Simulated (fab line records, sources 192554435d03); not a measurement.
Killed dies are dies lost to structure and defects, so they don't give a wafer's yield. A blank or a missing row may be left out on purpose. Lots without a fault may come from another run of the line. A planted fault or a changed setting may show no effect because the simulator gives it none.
fab line records | flow n5_finfet
record lots=10 wafers=30 last_day=18
route steps=1938 shown START@1 ZERO_LAYER@13 WELL_APT@32 PMOS_HMC_CHANNEL_EPI@71 BEOL_M4@1111 PASSIVATION@1936
lots that met no fault: from a run of the same line without faults
start_h: hours from the record's first day to the start of the lot's first wafer shown | wait_h: hours since the lot's step before | " the same as in the row above | L1.1+2: a row that stands for several wafers | - no value, or no start given | * or withheld: withheld | < > ~ a bound
route shown NAME@n: a module of which the file shows steps, and the number in the route of the first | usual: mean/standard deviation of fault-free wafers | same: alike in all rows | chamber/n: place in a boat | sites: the reading at each site | _std_site: their standard deviation | _edge_site: outer sites' mean less inner sites' | radius_mm: how far each site lies from the wafer's centre | mask NAME#n: copy n | behind: the tool/chamber that last shaped the wafer | hold: why the lot was held/for how many hours/how that ended | device: the transistor (n, p or np) that didn't switch | end of line: the same wafers' tests at the end of the route | a step without rows: its recipe alone | killed: dies lost to structure and defects at the first sort, not the wafer's yield | map: a wafer's dies, x killed, . not, _ none there
set.NAME: the setting as run; set.NAME@STEP: as run at that earlier step | model.NAME: the simulator's own value behind a step, which no gauge read
steps of the route over a sample of lots; a table a step, a row a wafer
services: from which hour (start_h, from the record's first day; less than 0 if before it) a tool's chamber was out of use, for how many hours, and why
## steps
# step N5_START_INSPECT_01
# recipe inspect_instrument=unpatterned_scan mode=incoming
# usual raw_defect_count=6.3/2.6
# columns lot.wafer tool chamber start_h wait_h raw_defect_count
L700.1 defect_inspect-02 - 18.03 - 5
L700.2 " - " " 8
L700.6 " - " " 8
L704.1 defect_inspect-01 - 42.03 - 4
L704.4 " - " " 5
L704.5 " - " " 8
L706.1 defect_inspect-02 - 54.03 - 2
L706.2 " - " " 4
L706.5 " - " " 6
L710.3 defect_inspect-01 - 78.03 - 7
L710.4 " - " " 3
L710.5 " - " " 11
L713.2 defect_inspect-02 - 96.04 - 6
L713.3 " - " " 7
L713.6 " - " " 7
L716.2 defect_inspect-01 - 114.03 - 11
L716.4 " - " " 2
L716.6 " - " " 4
L717.2 defect_inspect-01 - 120.03 - 8
L717.4 " - " " 4
L717.5 " - " " 2
L718.2 defect_inspect-01 - 126.03 - 6
L718.3 " - " " 8
L718.4 " - " " 5
L719.3 defect_inspect-01 - 132.03 - 8
L719.4 " - " " 5
L719.6 " - " " 7
L722.1 defect_inspect-02 - 150.03 - 4
L722.4 " - " " 4
L722.5 " - " " 4
# step N5_ZERO_LAYER_CD_MEAS_11
# recipe target_cd_nm=2000 landing_energy_ev=500 detector=se_inlens
# usual cd_nm=1999.0/2.9
# columns lot.wafer tool chamber start_h wait_h cd_nm
L700.1 cd_sem-01 0 18.77 - 1995.5
L700.2 " 0 " " 1997.1
L700.6 " 0 " " 1997.3
L704.1 cd_sem-03 0 42.77 - 1992.5
L704.4 " 0 " " 1995.5
L704.5 " 0 " " 2000.3
L706.1 cd_sem-01 0 54.65 - 1999.4
L706.2 " 0 " " 1999.5
L706.5 " 0 " " 1997.6
L710.3 cd_sem-01 0 78.65 - 2003.9
L710.4 " 0 " " 2000.7
L710.5 " 0 " " 1999.4
L713.2 cd_sem-01 0 96.67 - 2002.2
L713.3 " 0 " " 2001.2
L713.6 " 0 " " 2002.6
L716.2 cd_sem-03 0 114.79 - 1997.7
L716.4 " 0 " " 1998.9
L716.6 " 0 " " 2000.4
L717.2 cd_sem-03 0 120.64 - 2000.5
L717.4 " 0 " " 2002.0
L717.5 " 0 " " 1999.4
L718.2 cd_sem-03 0 126.77 - 2005.5
L718.3 " 0 " " 2002.8
L718.4 " 0 " " 2003.9
L719.3 cd_sem-01 0 132.65 - 2001.9
L719.4 " 0 " " 2000.8
L719.6 " 0 " " 2001.2
L722.1 cd_sem-02 0 150.77 - 1999.4
L722.4 " 0 " " 1995.8
L722.5 " 0 " " 1993.4
# step N5_WELL_APT_IMPLANT_14
# recipe species=P energy_kev=160 dose_cm2=1.5e+13 tilt_deg=0 rotation_deg=0
# usual end_station_pressure_torr=5.11e-06/2.8e-07 tilt_deg=0.003/0.019
# columns lot.wafer tool chamber start_h wait_h end_station_pressure_torr tilt_deg
L700.1 implanter-01 0 20.21 0.1 4.51e-06 0.025
L700.2 " 0 " " 5.16e-06 0.005
L700.6 " 0 " " 4.77e-06 -0.010
L704.1 implanter-01 0 43.88 0.1 5.22e-06 0.005
L704.4 " 0 " " 5.19e-06 0.006
L704.5 " 0 " " 5.36e-06 0.017
L704.1 implanter-01 0 44.26 0.3 5.76e-06 0.000
L704.4 " 0 " " 5.47e-06 0.029
L704.5 " 0 " " 4.65e-06 -0.014
L706.1 implanter-02 0 55.92 0.1 5.01e-06 0.022
L706.2 " 0 " " 5.26e-06 0.007
L706.5 " 0 " " 5.47e-06 0.035
L706.1 implanter-02 0 56.30 0.3 5.41e-06 0.028
L706.2 " 0 " " 5.4e-06 -0.004
L706.5 " 0 " " 5.11e-06 0.017
L710.3 implanter-01 0 79.92 0.1 5.35e-06 0.036
L710.4 " 0 " " 5.14e-06 -0.012
L710.5 " 0 " " 4.77e-06 0.004
L710.3 implanter-01 0 80.30 0.3 5.33e-06 0.011
L710.4 " 0 " " 5.33e-06 -0.021
L710.5 " 0 " " 5.03e-06 -0.009
L713.2 implanter-01 0 98.72 0.1 4.76e-06 0.004
L713.3 " 0 " " 4.96e-06 0.028
L713.6 " 0 " " 5.05e-06 -0.007
L716.2 implanter-02 0 115.97 0.1 5.25e-06 0.015
L716.4 " 0 " " 5.03e-06 0.004
L716.6 " 0 " " 5.76e-06 0.012
L717.2 implanter-01 0 121.81 0.1 4.86e-06 -0.010
L717.4 " 0 " " 5.31e-06 -0.007
L717.5 " 0 " " 5.33e-06 -0.003
L718.2 implanter-02 0 128.93 0.1 4.74e-06 -0.016
L718.3 " 0 " " 5.17e-06 0.000
L718.4 " 0 " " 5.25e-06 0.016
L719.3 implanter-01 0 135.70 0.1 4.94e-06 -0.006
L719.4 " 0 " " 5.1e-06 -0.003
L719.6 " 0 " " 5.5e-06 -0.008
L722.1 implanter-02 0 151.88 0.1 5.02e-06 -0.010
L722.4 " 0 " " 5.47e-06 0.003
L722.5 " 0 " " 4.69e-06 -0.007
# step N5_PMOS_HMC_CHANNEL_EPI_STRIP_33
# recipe chemistry=N2/H2 power_w=500 temp_c=40 pressure_mtorr=50 rf_frequency_hz=6e+07 overash_fraction=0.3 bias_power_w=8 h2_frac=0.5 n2_flow_sccm=300 h2_flow_sccm=300
# usual drypump_motor_current_A=5.7/0.55 oes_product_au=0.76/0.062 power_w=500.1/1.5 rf_vpp_V=54.0/1.7 showerhead_plenum_p_Torr=3.36/0.1 temp_c=40.01/0.12 throttle_valve_pct=19.0/0.32
# columns lot.wafer tool chamber start_h wait_h drypump_motor_current_A oes_product_au power_w rf_hours_counter_h rf_vpp_V showerhead_plenum_p_Torr temp_c throttle_valve_pct
L700.1 rie_diel-04 1 23.86 0.0 5.3 0.88 499.2 48 51.4 3.28 40.12 18.9
L700.2 " 0 " " 5.9 0.79 501.1 92 53.5 3.15 40.00 18.8
L700.6 " 3 " " 6.3 0.76 501.4 - 53.6 3.34 40.16 18.8
L704.1 rie_diel-02 0 47.59 0.0 5.7 0.73 501.7 175 54.5 3.50 40.01 19.6
L704.4 " 2 " " 4.7 0.71 501.7 218 54.3 3.45 39.94 19.1
L704.5 " 1 " " 6.6 0.73 497.3 - 53.5 3.50 40.09 19.1
L706.1 rie_diel-04 0 59.61 0.0 5.9 0.79 500.8 101 52.8 3.14 39.96 18.7
L706.2 " 2 " " 5.2 0.78 498.6 119 53.9 3.37 40.11 18.9
L706.5 " 3 " " 6.3 0.76 500.7 - 56.6 3.33 39.95 18.8
L710.3 rie_diel-03 0 84.09 0.0 5.1 0.72 500.9 199 53.4 3.32 40.13 19.2
L710.4 " 3 " " 5.8 0.83 500.3 67 55.8 3.42 40.06 18.9
L710.5 " 1 " " 6.3 0.72 500.4 - 55.0 3.47 40.08 18.5
L713.2 rie_diel-03 2 102.18 0.0 5.6 0.75 502.5 182 53.2 3.32 40.03 19.1
L713.3 " 1 " " 6.3 0.71 501.9 196 51.5 3.47 40.11 18.5
L713.6 " 1 " " 6.4 0.71 500.5 - 54.9 3.47 40.29 18.5
L716.2 rie_diel-03 0 119.35 0.0 5.1 0.71 501.0 213 52.1 3.31 39.99 19.2
L716.4 " 2 " " 5.6 0.74 500.1 186 52.6 3.32 40.03 19.1
L716.6 " 1 " " 6.3 0.71 498.1 - 57.8 3.47 40.08 18.5
L717.2 rie_diel-03 0 125.63 0.0 5.1 0.71 500.9 215 54.0 3.31 39.94 19.2
L717.4 " 2 " " 5.6 0.73 498.0 188 54.5 3.32 40.14 19.1
L717.5 " 2 " " 5.6 0.75 498.0 - 52.6 3.32 40.14 19.1
L718.2 rie_diel-04 1 133.41 0.0 5.3 0.85 500.3 72 53.4 3.27 39.89 18.9
L718.3 " 3 " " 6.3 0.75 501.4 189 56.9 3.33 39.93 18.8
L718.4 " 2 " " 5.2 0.76 499.8 133 54.7 3.36 39.96 18.9
L719.3 rie_diel-03 0 139.43 0.0 5.1 0.71 500.4 222 52.5 3.31 39.76 19.2
L719.4 " 2 " " 5.7 0.73 498.9 - 54.3 3.31 39.70 19.1
L719.6 " 1 " " 6.3 0.70 500.2 - 54.3 3.46 40.24 18.5
L722.1 rie_diel-04 2 155.72 0.0 5.2 0.76 498.6 141 51.8 3.36 40.17 18.9
L722.4 " 3 " " 6.3 0.75 503.9 197 53.0 3.32 39.93 18.8
L722.5 " 1 " " 5.3 0.85 501.1 - 51.1 3.26 40.00 18.9
# step N5_BEOL_M4_RC_MEAS_101
# usual DIBL_N=36.5/2 DIBL_P=36.5/2.3 IOFF_N=0.16/0.036 IOFF_P=0.21/0.037 ION_N=672/12 ION_P=459/7.1 SS_N=71.6/0.73 SS_P=73.4/0.76 VT_N=250/3.3 VT_P=-250.5/2.9
# columns lot.wafer tool chamber start_h wait_h DIBL_N[mV/V] DIBL_P[mV/V] IOFF_N[nA/um] IOFF_P[nA/um] ION_N[uA/um] ION_P[uA/um] SS_N[mV/dec] SS_P[mV/dec] VT_N[mV] VT_P[mV]
L700.1 prober-02 0 191.31 0.0 37.5 37.7 0.16 0.22 672 459 71.8 74.5 248 -247.8
L700.2 " 0 " " 39.7 40.1 0.20 0.25 676 464 72.6 74.9 248 -246.5
L700.6 " 0 " " 38.2 38.4 0.17 0.23 673 461 72.1 74.8 250 -249.2
L704.1 prober-01 0 194.93 0.0 32.9 33.3 0.11 0.17 671 465 70.6 72.2 253 -255.8
L704.4 " 0 " " 36.0 36.4 0.15 0.21 682 468 70.7 73.5 249 -247.8
L704.5 " 0 " " 31.2 31.0 0.10 0.14 672 465 69.7 72.0 257 -254.7
L706.1 prober-01 0 223.32 0.0 36.5 35.9 0.14 0.19 661 453 72.5 72.6 251 -252.4
L706.2 " 0 " " 38.1 39.1 0.18 0.24 683 469 72.6 73.7 249 -247.1
L706.5 " 0 " " 37.2 37.3 0.16 0.21 671 459 72.4 73.2 249 -249.2
L713.2 prober-02 0 257.76 0.2 38.6 38.0 0.19 0.24 666 449 72.4 73.0 248 -249.1
L713.3 " 0 " " 36.4 35.2 0.14 0.18 649 452 72.4 72.6 254 -252.1
L713.6 " 0 " " 38.8 38.0 0.18 0.23 664 457 72.6 73.2 253 -249.6
L710.3 prober-02 0 260.43 0.3 36.6 37.2 0.17 0.23 675 462 71.1 73.9 250 -246.2
L710.4 " 0 " " 37.0 38.1 0.18 0.26 684 472 71.7 74.2 246 -246.1
L710.5 " 0 " " 34.1 34.2 0.12 0.18 662 460 70.6 72.3 255 -249.7
L717.2 prober-02 0 274.28 0.2 35.3 33.9 0.13 0.20 667 463 70.7 72.7 253 -247.5
L717.4 " 0 " " 35.1 33.6 0.13 0.19 671 464 70.4 72.4 252 -250.6
L717.5 " 0 " " 36.7 35.6 0.15 0.23 679 470 71.5 73.3 249 -247.3
L716.2 prober-01 0 280.33 0.2 36.3 34.2 0.15 0.18 670 454 71.7 73.4 251 -254.5
L716.4 " 0 " " 36.5 35.2 0.15 0.19 683 465 71.3 73.0 248 -249.9
L716.6 " 0 " " 36.8 35.0 0.15 0.19 663 453 72.0 73.7 254 -252.3
L718.2 prober-02 0 296.75 0.2 36.0 36.4 0.16 0.20 654 452 72.2 73.7 251 -253.1
L718.3 " 0 " " 32.4 33.5 0.12 0.16 668 463 70.2 72.5 250 -252.6
L718.4 " 0 " " 38.2 40.1 0.22 0.26 693 474 72.2 73.2 244 -248.4
L719.3 prober-02 0 298.06 0.3 36.7 36.8 0.15 0.20 670 454 71.4 73.5 253 -255.1
L719.4 " 0 " " 38.1 38.8 0.17 0.22 671 458 71.5 73.9 248 -251.8
L719.6 " 0 " " 38.2 38.9 0.17 0.23 678 458 72.2 73.0 249 -251.8
L722.1 prober-01 0 332.06 0.0 38.1 40.2 0.19 0.21 671 457 71.6 75.2 249 -250.8
L722.4 " 0 " " 39.1 40.6 0.22 0.23 682 457 72.8 74.2 246 -251.5
L722.5 " 0 " " 38.8 41.3 0.21 0.23 675 456 72.4 74.7 248 -248.9
# step N5_PASSIVATION_PROBE_49
# usual defect_limited_yield=91.4/1.4 killed_at_M0_to_M3=33/11 killed_at_M4_up=13/5.3 killed_at_contacts=13/6.1 killed_at_front_end=40/11 killed_at_other=2.9/2.7 killed_dies=102/17 killed_open=68/13 killed_short=32/7.5 sort_bin_5_function=5.1/0.98 sort_bin_6_memory=3.2/0.69 sort_n_pass=1077/21 sort_yield_pct=91.3/1.7
# same gross_dies=1180 killed_at_back_side=0 sort_bin_4_leakage[%]=0 sort_bin_8_speed[%]=0
# columns lot.wafer tool chamber start_h wait_h defect_limited_yield[%] killed_at_M0_to_M3 killed_at_M4_up killed_at_contacts killed_at_front_end killed_at_other killed_dies killed_open killed_short sort_bin_5_function[%] sort_bin_6_memory[%] sort_n_pass sort_yield_pct[%]
L704.1 prober-02 - 316.17 0.0 90.8 29 13 9 51 6 108 56 52 5.8 2.5 1072 90.8
L704.4 prober-02 - 316.32 0.2 88.6 26 9 24 65 10 134 96 37 7.1 3.8 1046 88.6
L704.5 prober-02 - 316.37 0.2 91.0 25 7 11 60 3 106 73 33 5.0 3.8 1074 91.0
L706.1 prober-02 - 340.53 0.0 91.7 29 22 9 38 0 98 69 29 5.3 2.8 1082 91.7
L706.2 prober-02 - 340.58 0.1 90.6 28 14 18 51 0 111 76 29 5.3 3.5 1069 90.6
L706.5 prober-02 - 340.73 0.2 92.2 39 21 8 21 3 92 60 32 4.9 2.2 1088 92.2
L710.3 prober-02 - 390.38 0.1 91.7 36 11 10 28 13 98 65 32 4.4 3.4 1082 91.7
L710.4 prober-02 - 390.43 0.2 92.3 31 8 12 36 4 91 63 28 4.1 3.3 1089 92.3
L710.5 prober-02 - 390.48 0.2 91.1 37 12 10 41 5 105 73 30 5.1 3.5 1075 91.1
L717.2 prober-02 - 395.53 0.1 90.7 21 16 8 60 5 110 68 42 4.8 4.2 1070 90.7
L717.4 prober-02 - 395.63 0.2 90.3 22 11 23 58 1 115 70 42 5.8 3.4 1065 90.3
L717.5 prober-02 - 395.68 0.2 91.3 20 13 11 56 3 103 66 37 5.5 3.0 1077 91.3
# killed by level:class
L704.1 FIN_SAQP:geometric_particle:open=17 FIN_SAQP:geometric_particle:short=15 BEOL_M2:geometric_particle:short=10 MOL_CONTACT_COAG:geometric_particle:open=7 BEOL_M0_SAQP:geometric_particle:open=5 BEOL_M4:geometric_particle:open=5 BEOL_M1:geometric_particle:short=4 STI_FIN_REVEAL:geometric_particle:open=3
L704.4 FIN_SAQP:geometric_particle:open=24 MOL_CONTACT_COAG:geometric_particle:open=21 STI_FIN_REVEAL:geometric_particle:open=18 BEOL_M2:geometric_particle:short=9 FIN_SAQP:geometric_particle:short=8 BEOL_M0_SAQP:geometric_particle:open=6 STI_FIN_REVEAL:geometric_particle:short=4 STARTING-WAFER:geometric_particle:open=4
L704.5 FIN_SAQP:geometric_particle:open=16 STI_FIN_REVEAL:geometric_particle:open=10 MOL_CONTACT_COAG:geometric_particle:open=9 FIN_SAQP:geometric_particle:short=7 GATE_CUT:geometric_particle:short=7 STARTING-WAFER:geometric_particle:short=7 BEOL_M3:geometric_particle:open=7 DUMMY_GATE:geometric_particle:open=6
L706.1 BEOL_M2:geometric_particle:open=10 BEOL_M4:geometric_particle:open=10 FIN_SAQP:geometric_particle:short=9 STI_FIN_REVEAL:geometric_particle:open=9 MOL_CONTACT_COAG:geometric_particle:open=9 BEOL_M0_SAQP:geometric_particle:open=8 FIN_SAQP:geometric_particle:open=5 STI_FIN_REVEAL:geometric_particle:short=4
L706.2 STI_FIN_REVEAL:geometric_particle:open=17 MOL_CONTACT_COAG:geometric_particle:open=14 FIN_SAQP:geometric_particle:open=12 BEOL_M0_SAQP:geometric_particle:open=9 BEOL_M0_SAQP:geometric_particle:short=8 FIN_SAQP:geometric_particle:short=6 BEOL_M4:geometric_particle:open=5 MOL_CONTACT_COAG:geometric_particle:short=4
L706.5 BEOL_M2:geometric_particle:open=12 BEOL_M4:geometric_particle:open=11 BEOL_M0_SAQP:geometric_particle:short=8 FIN_SAQP:geometric_particle:short=7 MOL_CONTACT_COAG:geometric_particle:open=5 BEOL_M0_SAQP:geometric_particle:open=5 BEOL_M3:geometric_particle:open=5 DUMMY_GATE:geometric_particle:open=3
L710.3 BEOL_M0_SAQP:geometric_particle:open=12 BEOL_M0_SAQP:geometric_particle:short=10 MOL_CONTACT_COAG:geometric_particle:open=8 STARTING-WAFER:geometric_particle:short=7 FIN_SAQP:geometric_particle:open=6 BEOL_M2:geometric_particle:open=6 PASS1_CAP:geometric_particle:open=5 GATE_CUT:geometric_particle:open=4
L710.4 BEOL_M2:geometric_particle:open=12 FIN_SAQP:geometric_particle:open=11 MOL_CONTACT_COAG:geometric_particle:open=10 GATE_CUT:geometric_particle:short=8 BEOL_M1:geometric_particle:open=6 BEOL_M0_SAQP:geometric_particle:open=4 BEOL_M0_SAQP:geometric_particle:short=4 BEOL_M4:geometric_particle:open=4
L710.5 FIN_SAQP:geometric_particle:open=12 MOL_CONTACT_COAG:geometric_particle:open=9 BEOL_M4:geometric_particle:open=9 FIN_SAQP:geometric_particle:short=8 BEOL_M2:geometric_particle:open=8 BEOL_M0_SAQP:geometric_particle:open=7 BEOL_M0_SAQP:geometric_particle:short=7 STARTING-WAFER:geometric_particle:short=7
L717.2 FIN_SAQP:geometric_particle:open=14 FIN_SAQP:geometric_particle:short=11 STI_FIN_REVEAL:geometric_particle:open=11 GATE_CUT:geometric_particle:short=9 BEOL_M4:geometric_particle:open=7 MOL_CONTACT_COAG:geometric_particle:open=5 BEOL_M0_SAQP:geometric_particle:open=5 BEOL_M0_SAQP:geometric_particle:short=4
L717.4 FIN_SAQP:geometric_particle:open=23 MOL_CONTACT_COAG:geometric_particle:open=17 FIN_SAQP:geometric_particle:short=12 BEOL_M0_SAQP:geometric_particle:short=7 STI_FIN_REVEAL:geometric_particle:open=5 BEOL_M0_SAQP:geometric_particle:open=5 MOL_CONTACT_COAG:geometric_particle:short=4 ILD0:geometric_particle:short=4
L717.5 STI_FIN_REVEAL:geometric_particle:open=14 FIN_SAQP:geometric_particle:short=14 FIN_SAQP:geometric_particle:open=10 MOL_CONTACT_COAG:geometric_particle:open=9 BEOL_M4:geometric_particle:open=9 GATE_CUT:geometric_particle:short=7 BEOL_M1:geometric_particle:open=6 BEOL_M0_SAQP:geometric_particle:short=5
## services
# columns tool chamber start_h hours kind
rie_diel-04 0 -3.26 10.6 repair
rie_diel-02 - 7.21 1.1 repair
implanter-01 - 9.70 2.8 pm
rie_diel-02 3 23.92 - clean
rie_diel-02 3 23.92 - consumable_replace:focus_ring
rie_diel-02 3 23.92 15.6 scheduled_down
rie_diel-02 3 23.92 15.6 vent_cycle
rie_diel-04 0 37.92 4.8 repair
rie_diel-02 1 53.32 16.7 repair
rie_diel-03 3 64.95 12.8 repair
rie_diel-03 1 65.00 11.8 repair
rie_diel-04 - 79.77 28.1 pm
rie_diel-03 3 133.54 12.3 repair
rie_diel-02 2 139.95 - clean
rie_diel-02 2 139.95 - consumable_replace:focus_ring
rie_diel-02 2 139.95 34.7 scheduled_down
rie_diel-02 2 139.95 34.7 vent_cycle
rie_diel-03 2 143.43 10.1 repair
## key
first_sign step=N5_WELL_APT_IMPLANT_14 reading=visit direction=added
effect none on later readings
met_at N5_WELL_APT_IMPLANT_14
struck_lots L704,L706,L710
not_acting_at N5_START_INSPECT_01,N5_ZERO_LAYER_CD_MEAS_11,N5_PMOS_HMC_CHANNEL_EPI_STRIP_33
fault kind=repeated_step_whole tool=implanter-01,implanter-02 chamber=- onset_h=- steps=N5_WELL_APT_IMPLANT_14 times=1 scope=struck_lots_only
